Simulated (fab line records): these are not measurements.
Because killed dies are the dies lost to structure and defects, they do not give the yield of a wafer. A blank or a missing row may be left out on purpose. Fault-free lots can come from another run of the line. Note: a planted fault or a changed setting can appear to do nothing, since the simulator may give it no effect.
Chamber matching || flow n5-finfet || 4 sister chambers for N5_FIN_SAQP_MANDREL2_REMOVE_60 on rie-si-03
The step chemistry HBr/Cl2/O2, target a-Si, stops on SiNx, bt time 10 s. 14 wafers are shown with their chamber, then 7 later ones without.

WAFERS PAIRED WITH THEIR CHAMBERS
{"wafer": "L075.1", "chamber": 0, "throttle-valve-pct (%)": 37.1, "drypump-motor-current-A (A)": 5.6, "oes-product-au (a.u.)": 0.998}
{"wafer": "L075.2", "chamber": 3, "throttle-valve-pct (%)": 35.9, "drypump-motor-current-A (A)": 5.5, "oes-product-au (a.u.)": 0.976}
{"wafer": "L075.4", "chamber": 1, "throttle-valve-pct (%)": 36.1, "drypump-motor-current-A (A)": 5.1, "oes-product-au (a.u.)": 0.996}
{"wafer": "L083.2", "chamber": 0, "throttle-valve-pct (%)": 37.1, "drypump-motor-current-A (A)": 5.5, "oes-product-au (a.u.)": 0.999}
{"wafer": "L083.5", "chamber": 0, "throttle-valve-pct (%)": 37.1, "drypump-motor-current-A (A)": 5.5, "oes-product-au (a.u.)": 1.005}
{"wafer": "L083.6", "chamber": 3, "throttle-valve-pct (%)": 35.9, "drypump-motor-current-A (A)": 5.5, "oes-product-au (a.u.)": 0.977}
{"wafer": "L085.2", "chamber": 3, "throttle-valve-pct (%)": 35.9, "drypump-motor-current-A (A)": 5.5, "oes-product-au (a.u.)": 0.982}
{"wafer": "L085.4", "chamber": 2, "throttle-valve-pct (%)": 37.1, "drypump-motor-current-A (A)": 5.4, "oes-product-au (a.u.)": 0.983}
{"wafer": "L085.6", "chamber": 0, "throttle-valve-pct (%)": 37.1, "drypump-motor-current-A (A)": 5.6, "oes-product-au (a.u.)": 0.999}
{"wafer": "L087.1", "chamber": 1, "throttle-valve-pct (%)": 36.1, "drypump-motor-current-A (A)": 5.2, "oes-product-au (a.u.)": 1.000}
{"wafer": "L087.4", "chamber": 3, "throttle-valve-pct (%)": 35.9, "drypump-motor-current-A (A)": 5.5, "oes-product-au (a.u.)": 0.976}
{"wafer": "L087.6", "chamber": 0, "throttle-valve-pct (%)": 37.2, "drypump-motor-current-A (A)": 5.6, "oes-product-au (a.u.)": 0.999}
{"wafer": "L089.2", "chamber": 1, "throttle-valve-pct (%)": 36.1, "drypump-motor-current-A (A)": 5.2, "oes-product-au (a.u.)": 1.002}
{"wafer": "L089.4", "chamber": 3, "throttle-valve-pct (%)": 35.9, "drypump-motor-current-A (A)": 5.5, "oes-product-au (a.u.)": 0.971}

SIGNATURES (averages over the wafers above)
{"reading": "throttle-valve-pct", "chamber 0": 37.120, "chamber 1": 36.100, "chamber 2": 37.100, "chamber 3": 35.900, "scatter within a chamber": 0.0283}
{"reading": "drypump-motor-current-A", "chamber 0": 5.560, "chamber 1": 5.167, "chamber 2": 5.400, "chamber 3": 5.500, "scatter within a chamber": 0.0432}
{"reading": "oes-product-au", "chamber 0": 1.00000, "chamber 1": 0.99933, "chamber 2": 0.98300, "chamber 3": 0.97640, "scatter within a chamber": 0.00334}
Rule: a wafer's distance from a chamber is the root of the sum, over the readings, of the square of ((its reading less the chamber's mean) divided by the reading's scatter). If the next closest chamber is less than 2 further off than the closest, the wafer can't be placed; otherwise it belongs to the closest. The scatter: the root of (the sum of the squares of (reading less its chamber's mean) over the shown wafers, divided by (wafers less chambers)).

WAFERS WITHOUT THEIR CHAMBER
{"wafer": "L089.6", "throttle-valve-pct (%)": 36.2, "drypump-motor-current-A (A)": 5.2, "oes-product-au (a.u.)": 0.995}
{"wafer": "L091.3", "throttle-valve-pct (%)": 37.1, "drypump-motor-current-A (A)": 5.3, "oes-product-au (a.u.)": 1.004}
{"wafer": "L091.4", "throttle-valve-pct (%)": 37.1, "drypump-motor-current-A (A)": 5.3, "oes-product-au (a.u.)": 0.987}
{"wafer": "L091.5", "throttle-valve-pct (%)": 35.9, "drypump-motor-current-A (A)": 5.5, "oes-product-au (a.u.)": 0.971}
{"wafer": "L096.1", "throttle-valve-pct (%)": 35.9, "drypump-motor-current-A (A)": 5.5, "oes-product-au (a.u.)": 0.970}
{"wafer": "L096.4", "throttle-valve-pct (%)": 36.1, "drypump-motor-current-A (A)": 5.1, "oes-product-au (a.u.)": 0.985}
{"wafer": "L096.6", "throttle-valve-pct (%)": 35.9, "drypump-motor-current-A (A)": 5.5, "oes-product-au (a.u.)": 0.974}

WHICH CHAMBER EACH WENT THROUGH
{"wafer": "L089.6", "from the rows above": 1, "in truth": 1}
{"wafer": "L091.3", "from the rows above": "can't be placed: 0 or 2", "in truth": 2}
{"wafer": "L091.4", "from the rows above": 2, "in truth": 2}
{"wafer": "L091.5", "from the rows above": 3, "in truth": 3}
{"wafer": "L096.1", "from the rows above": 3, "in truth": 3}
{"wafer": "L096.4", "from the rows above": 1, "in truth": 1}
{"wafer": "L096.6", "from the rows above": 3, "in truth": 3}
Placed correctly: 6 of 7. From these rows, 1 cannot be placed; in 1 the true chamber is one of the candidates. Number placed wrongly: 0.
